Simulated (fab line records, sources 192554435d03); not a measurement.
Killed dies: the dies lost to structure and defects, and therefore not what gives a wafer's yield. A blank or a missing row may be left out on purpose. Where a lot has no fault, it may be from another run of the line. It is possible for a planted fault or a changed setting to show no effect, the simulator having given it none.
Matching of chambers / flow n5Finfet / N5_BEOL_M1_PECVD_72 on pecvd-03: 3 sister chambers
The step deposits SiO2 from TEOS/O2, target thk 16 nm, time 18 s. 14 wafers are shown with their chamber, then 7 later ones without.

== WAFERS, EACH WITH ITS CHAMBER ==
wafer=L474.1; chamber=1; throttleValvePct (%)=24.5; showerheadPlenumPTorr (Torr)=8.83; heaterPowerW (W)=682
wafer=L474.3; chamber=2; throttleValvePct (%)=20.9; showerheadPlenumPTorr (Torr)=8.70; heaterPowerW (W)=749
wafer=L474.5; chamber=0; throttleValvePct (%)=23.1; showerheadPlenumPTorr (Torr)=8.81; heaterPowerW (W)=868
wafer=L475.2; chamber=2; throttleValvePct (%)=20.9; showerheadPlenumPTorr (Torr)=8.73; heaterPowerW (W)=769
wafer=L475.5; chamber=1; throttleValvePct (%)=24.6; showerheadPlenumPTorr (Torr)=8.80; heaterPowerW (W)=648
wafer=L475.6; chamber=2; throttleValvePct (%)=20.8; showerheadPlenumPTorr (Torr)=8.70; heaterPowerW (W)=770
wafer=L479.1; chamber=1; throttleValvePct (%)=24.4; showerheadPlenumPTorr (Torr)=8.79; heaterPowerW (W)=637
wafer=L479.3; chamber=2; throttleValvePct (%)=21.0; showerheadPlenumPTorr (Torr)=8.72; heaterPowerW (W)=731
wafer=L479.6; chamber=1; throttleValvePct (%)=24.6; showerheadPlenumPTorr (Torr)=8.81; heaterPowerW (W)=639
wafer=L481.3; chamber=0; throttleValvePct (%)=23.4; showerheadPlenumPTorr (Torr)=8.80; heaterPowerW (W)=870
wafer=L481.4; chamber=2; throttleValvePct (%)=21.0; showerheadPlenumPTorr (Torr)=8.70; heaterPowerW (W)=639
wafer=L481.5; chamber=0; throttleValvePct (%)=22.9; showerheadPlenumPTorr (Torr)=8.82; heaterPowerW (W)=853
wafer=L487.4; chamber=2; throttleValvePct (%)=20.8; showerheadPlenumPTorr (Torr)=8.73; heaterPowerW (W)=645
wafer=L487.5; chamber=1; throttleValvePct (%)=24.7; showerheadPlenumPTorr (Torr)=8.83; heaterPowerW (W)=655

SIGNATURES, as means of the wafers listed above
reading=throttleValvePct; chamber 0=23.133; chamber 1=24.560; chamber 2=20.900; scatter within a chamber=0.141
reading=showerheadPlenumPTorr; chamber 0=8.8100; chamber 1=8.8120; chamber 2=8.7133; scatter within a chamber=0.0154
reading=heaterPowerW; chamber 0=863.67; chamber 1=652.20; chamber 2=717.17; scatter within a chamber=42.1
Rule: a wafer's distance from a chamber is the root of the sum, over the readings, of the square of ((its reading less the chamber's mean) divided by the reading's scatter). The wafer belongs to the nearest chamber; if the next one is less than 2 further off, it can't be placed. The scatter is the square root of a quotient: the sum, over the shown wafers, of each reading's squared deviation from its chamber's mean, divided by wafers minus chambers.

== WAFERS WHOSE CHAMBER IS MISSING ==
wafer=L487.6; throttleValvePct (%)=22.9; showerheadPlenumPTorr (Torr)=8.82; heaterPowerW (W)=857
wafer=L488.1; throttleValvePct (%)=24.6; showerheadPlenumPTorr (Torr)=8.80; heaterPowerW (W)=701
wafer=L488.4; throttleValvePct (%)=21.1; showerheadPlenumPTorr (Torr)=8.70; heaterPowerW (W)=690
wafer=L488.6; throttleValvePct (%)=23.3; showerheadPlenumPTorr (Torr)=8.81; heaterPowerW (W)=759
wafer=L492.1; throttleValvePct (%)=20.9; showerheadPlenumPTorr (Torr)=8.71; heaterPowerW (W)=668
wafer=L492.3; throttleValvePct (%)=22.9; showerheadPlenumPTorr (Torr)=8.80; heaterPowerW (W)=812
wafer=L492.6; throttleValvePct (%)=20.7; showerheadPlenumPTorr (Torr)=8.71; heaterPowerW (W)=652

== WHICH CHAMBER EACH WENT THROUGH ==
wafer=L487.6; from the rows above=0; in truth=0
wafer=L488.1; from the rows above=1; in truth=1
wafer=L488.4; from the rows above=2; in truth=2
wafer=L488.6; from the rows above=0; in truth=0
wafer=L492.1; from the rows above=2; in truth=2
wafer=L492.3; from the rows above=0; in truth=0
wafer=L492.6; from the rows above=2; in truth=2
Placed correctly: 7 of 7. Not placeable from these rows: 0. Number placed wrongly: 0.
